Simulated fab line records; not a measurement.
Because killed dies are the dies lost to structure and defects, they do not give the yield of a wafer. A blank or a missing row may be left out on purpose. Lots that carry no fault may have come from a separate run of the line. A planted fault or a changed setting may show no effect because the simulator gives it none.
Which tool was responsible?    flow nand-harc    42 wafers from 14 lots sampled at 5 of the route's 1302 steps

## WHAT THE GAUGES READ, wafer by wafer
NHARC_P_CONTACT_CD_MEAS_12: the cd target is 90 nm. Usual: cd-nm reads 90.1 nm (standard deviation 0.94).
lot   measured      on         cd-nm (nm)         flag
L856  day 6 00:07   cd-sem-01  89.3 90.9 90.0     
L857  day 6 06:14   cd-sem-01  88.5 89.5 89.9     
L858  day 6 18:44   cd-sem-01  91.2 91.4 89.9     
L860  day 7 15:20   cd-sem-03  89.0 89.6 90.7     
L864  day 9 14:47   cd-sem-03  89.3 88.7 90.3     
L865  day 9 20:00   cd-sem-01  89.3 89.9 89.3     
L867  day 10 21:49  cd-sem-02  89.6 90.4 91.0     
L868  day 11 03:05  cd-sem-03  91.3 90.9 90.5     
L869  day 11 22:00  cd-sem-02  92.4 92.4 91.4     
L871  day 12 00:47  cd-sem-03  105.7 106.0 104.8  OFF
L872  day 12 10:08  cd-sem-01  103.1 101.4 102.8  OFF
L873  day 12 23:02  cd-sem-02  90.4 90.3 90.2     
L878  day 15 06:27  cd-sem-01  88.9 88.9 88.9     
L879  day 15 14:23  cd-sem-03  91.1 90.3 89.5     

## WHAT TOOL EACH LOT RAN ON (gives the tool, then ch and the chambers of the sampled wafers, and finally the start)
lot   NHARC_P_GATE_STRIP_111                NHARC_P_CONTACT_DEP_00                      NHARC_P_CONTACT_CMP_01         NHARC_P_CONTACT_PEB_10
L856  plasma-asher-01 ch 0,1, day 5 16:31   pecvd-04 ch 0,2, day 5 23:22 or earlier     cmp-04 ch 0,2,3, day 5 23:22   litho-track-04 ch 0, day 6 00:02
L857  plasma-asher-02 ch 0,1, day 5 22:38   pecvd-02 ch 0,2, day 6 05:24 or earlier     cmp-01 ch 1,2, day 6 05:24     litho-track-06 ch 0, day 6 06:09
L858  plasma-asher-02 ch 1, day 6 11:06     pecvd-02 ch 1,2, day 6 18:02 or earlier     cmp-04 ch 1,2, day 6 18:02     litho-track-01 ch 0, day 6 18:39
L860  plasma-asher-01 ch 0,1, day 7 08:06   pecvd-01 ch 0,1,2, day 7 14:40 or earlier   cmp-03 ch 2,3, day 7 14:40     litho-track-06 ch 0, day 7 15:16
L864  plasma-asher-02 ch 0,1, day 9 07:17   pecvd-04 ch 1,2, day 9 14:00 or earlier     cmp-04 ch 0,1,3, day 9 14:00   litho-track-06 ch 0, day 9 14:42
L865  plasma-asher-02 ch 0,1, day 9 12:26   pecvd-02 ch 1,2, day 9 19:13 or earlier     cmp-01 ch 0,1,3, day 9 19:13   litho-track-06 ch 0, day 9 19:55
L867  plasma-asher-02 ch 0,1, day 10 14:14  pecvd-04 ch 0,1,2, day 10 21:01 or earlier  cmp-03 ch 2,3, day 10 21:01    litho-track-01 ch 0, day 10 21:44
L868  plasma-asher-01 ch 0,1, day 10 19:36  pecvd-02 ch 0,1, day 11 02:16 or earlier    cmp-04 ch 0,1, day 11 02:16    litho-track-04 ch 0, day 11 03:00
L869  plasma-asher-01 ch 0,1, day 11 13:55  pecvd-02 ch 0,1, day 11 21:07 or earlier    cmp-04 ch 1,2,3, day 11 21:07  litho-track-01 ch 0, day 11 21:55
L871  plasma-asher-01 ch 0,1, day 11 17:24  pecvd-02 ch 1,2, day 12 00:08 or earlier    cmp-04 ch 0,1,2, day 12 00:08  litho-track-01 ch 0, day 12 00:43
L872  plasma-asher-02 ch 0,1, day 12 02:50  pecvd-02 ch 0,2, day 12 09:28 or earlier    cmp-03 ch 1,2,3, day 12 09:28  litho-track-01 ch 0, day 12 10:04
L873  plasma-asher-02 ch 0,1, day 12 15:32  pecvd-02 ch 0,1,2, day 12 22:12 or earlier  cmp-04 ch 1,3, day 12 22:12    litho-track-04 ch 0, day 12 22:57
L878  plasma-asher-01 ch 1, day 14 23:08    pecvd-04 ch 0,1,2, day 15 05:37 or earlier  cmp-03 ch 1,2,3, day 15 05:37  litho-track-06 ch 0, day 15 06:22
L879  plasma-asher-02 ch 0,1, day 15 06:26  pecvd-04 ch 0,2, day 15 12:58               cmp-04 ch 1,2,3, day 15 13:34  litho-track-04 ch 0, day 15 14:19
- NHARC_P_GATE_STRIP_111: strips in N2/H2, time 250 s.
- NHARC_P_CONTACT_DEP_00: deposits SiO2, target thk 500 nm.
- NHARC_P_CONTACT_CMP_01: polishes SiO2, target thk 200 nm.
- NHARC_P_CONTACT_PEB_10: peb time 65 s.

## WHAT THE TOOLS THEMSELVES READ (means of the sampled wafers that have a number; where no wafer has one, the mark that the record gives instead)
NHARC_P_GATE_STRIP_111. Usual: drypump-motor-current-A 5.6 A, standard deviation 0.39; heater-power-w 89 W, standard deviation 8.2.
lot   tool             drypump-motor-current-A (A)  heater-power-w (W)  flag
L856  plasma-asher-01  5.4                          95                  
L857  plasma-asher-02  5.8                          85                  
L858  plasma-asher-02  6.2                          78                  
L860  plasma-asher-01  5.2                          96                  
L864  plasma-asher-02  5.8                          84                  
L865  plasma-asher-02  5.8                          84                  
L867  plasma-asher-02  5.8                          85                  
L868  plasma-asher-01  5.2                          97                  
L869  plasma-asher-01  5.2                          96                  
L871  plasma-asher-01  5.4                          97                  
L872  plasma-asher-02  6.0                          79                  
L873  plasma-asher-02  5.8                          82                  
L878  plasma-asher-01  5.6                          94                  
L879  plasma-asher-02  6.0                          79                  

NHARC_P_CONTACT_DEP_00. Usual: heater-power-w 592 W, standard deviation 140; rf-fwd-power-W 897.9 W, standard deviation 2.8; throttle-valve-pct 15.8 %, standard deviation 0.46.
lot   tool      heater-power-w (W)  rf-fwd-power-W (W)  throttle-valve-pct (%)  flag
L856  pecvd-04  642                 894.1               16.0                    
L857  pecvd-02  651                 898.8               15.5                    
L858  pecvd-02  629                 898.1               15.8                    
L860  pecvd-01  566                 895.3               16.0                    
L864  pecvd-04  548                 900.7               16.2                    
L865  pecvd-02  697                 899.7               15.6                    
L867  pecvd-04  536                 897.9               16.3                    
L868  pecvd-02  526                 900.0               15.7                    
L869  pecvd-02  445                 896.1               15.4                    
L871  pecvd-02  675                 895.7               15.6                    
L872  pecvd-02  522                 899.7               15.2                    
L873  pecvd-02  600                 900.3               15.5                    
L878  pecvd-04  577                 895.2               16.3                    
L879  pecvd-04  640                 898.9               16.0                    

NHARC_P_CONTACT_CMP_01. Usual: motor-current-A reads 12.0 A (standard deviation 1.5).
lot   tool    motor-current-A (A)  flag
L856  cmp-04  12.7                 
L857  cmp-01  11.1                 
L858  cmp-04  11.5                 
L860  cmp-03  10.4                 
L864  cmp-04  13.3                 
L865  cmp-01  12.2                 
L867  cmp-03  10.7                 
L868  cmp-04  14.2                 
L869  cmp-04  12.1                 
L871  cmp-04  13.2                 
L872  cmp-03  11.1                 
L873  cmp-04  12.5                 
L878  cmp-03  11.1                 
L879  cmp-04  12.4                 

NHARC_P_CONTACT_PEB_10. Usual: heater-power-total-W 156.6 W, standard deviation 0.41; plate-temp-C 99.98 C, standard deviation 0.11; resist-line-temp-C 23.01 C, standard deviation 0.11.
lot   tool            heater-power-total-W (W)  plate-temp-C (C)  resist-line-temp-C (C)  flag
L856  litho-track-04  157.1                     100.10            23.00                   
L857  litho-track-06  156.5                     100.11            22.97                   
L858  litho-track-01  156.9                     99.81             22.94                   
L860  litho-track-06  156.4                     99.83             23.06                   
L864  litho-track-06  157.0                     100.00            23.07                   
L865  litho-track-06  156.7                     100.00            23.06                   
L867  litho-track-01  156.7                     99.99             22.88                   
L868  litho-track-04  156.6                     99.87             23.06                   
L869  litho-track-01  156.7                     100.00            22.87                   
L871  litho-track-01  165.7                     104.33            23.12                   OFF
L872  litho-track-01  166.4                     104.42            23.01                   OFF
L873  litho-track-04  156.8                     100.06            22.88                   
L878  litho-track-06  157.0                     99.88             23.03                   
L879  litho-track-04  157.0                     99.88             22.99                   

## THE ANSWER, worked out from the rows above alone
Rule: a lot counts as off when the mean over its wafers that have a number is more than 3 standard deviations away from the usual mean. Also off: a lot with no number at a reading for which 4 or more lots have one. The other lots that the step has rows for count as sound. First the gauges in route order, then the tools' own readings, where a lot's mean is used as printed above. At the first step where some lot is off, the reading lying furthest off is the one used; lots without a number count as furthest.
Off, at NHARC_P_CONTACT_CD_MEAS_12 on cd-nm: L871, L872.
If a tool, at a process step before that reading, ran all the lots that are off and no sound lot after the first of them, it fits. Not tried: the gauges at NHARC_P_CONTACT_CD_MEAS_12; whatever is off there is also off at NHARC_P_CONTACT_PEB_10, on other tools, and gauge error can't account for it. Because NHARC_P_CONTACT_DEP_00 lacks a start for some lots, the hours and order of its lots are taken from NHARC_P_CONTACT_CMP_01. One fits: NHARC_P_CONTACT_PEB_10 on litho-track-01. Its last sound lot is L869 (day 11 21:55), its first lot that is off L871 (day 12 00:43): a fault that began between those two fits.
The tool's own readings at NHARC_P_CONTACT_PEB_10 bear it out: on the lots that are off they differ by more than 5 times the standard deviation of the sound lots' means. heater-power-total-W reads 166.1 W there against 156.8 W on the sound lots; plate-temp-C reads 104.38 C there against 99.96 C on the sound lots.

## WHAT THE SIMULATOR HAD INSERTED
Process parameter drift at NHARC_P_CONTACT_PEB_10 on litho-track-01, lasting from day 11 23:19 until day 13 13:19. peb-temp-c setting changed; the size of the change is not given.
Shown lots that were struck: L871, L872. The same result came from the rule above.
